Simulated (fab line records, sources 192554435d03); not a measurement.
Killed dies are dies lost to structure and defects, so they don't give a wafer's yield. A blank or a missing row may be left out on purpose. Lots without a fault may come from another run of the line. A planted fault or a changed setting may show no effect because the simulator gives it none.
Chamber matching | flow n5_finfet | N5_BEOL_M11_ETCH_62 on rie_diel-05: 4 sister chambers
The step etches SOC in N2/H2, target depth 110 nm, overetch 22 nm, time 165 s. 4 wafers are shown with their chamber, then 7 later ones without.

WAFERS WITH THEIR CHAMBER
wafer  | chamber | drypump_motor_current_A (A)
L086.4 | 1       | 6.3
L089.5 | 3       | 5.9
L093.1 | 0       | 5.4
L093.2 | 2       | 5.4

WAFERS WITHOUT THEIR CHAMBER
wafer  | drypump_motor_current_A (A)
L093.4 | 6.2
L094.3 | 5.9
L094.5 | 6.2
L094.6 | 5.4
L095.1 | 5.4
L095.2 | 5.9
L095.3 | 5.3

WHICH CHAMBER EACH WENT THROUGH
wafer  | from the rows above     | in truth
L093.4 | 1                       | 1
L094.3 | 3                       | 3
L094.5 | 1                       | 1
L094.6 | can't be placed: 0 or 2 | 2
L095.1 | can't be placed: 0 or 2 | 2
L095.2 | 3                       | 3
L095.3 | can't be placed: 0 or 2 | 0
Placed correctly: 4 of 7. Can't be placed from these rows: 3 (the true chamber is among the candidates in 3). Placed wrongly: 0.
How it was worked out, from the rows above alone: a wafer's distance from a chamber is the root of the sum, over the readings, of the square of ((its reading less the chamber's mean) divided by the reading's scatter). The wafer belongs to the nearest chamber; if the next one is less than 2 further off, it can't be placed. A chamber's mean is the mean of its shown wafers. The scatter: with one shown wafer a chamber, the root of the mean of the squares of how far each hidden wafer lies from its nearest shown one.
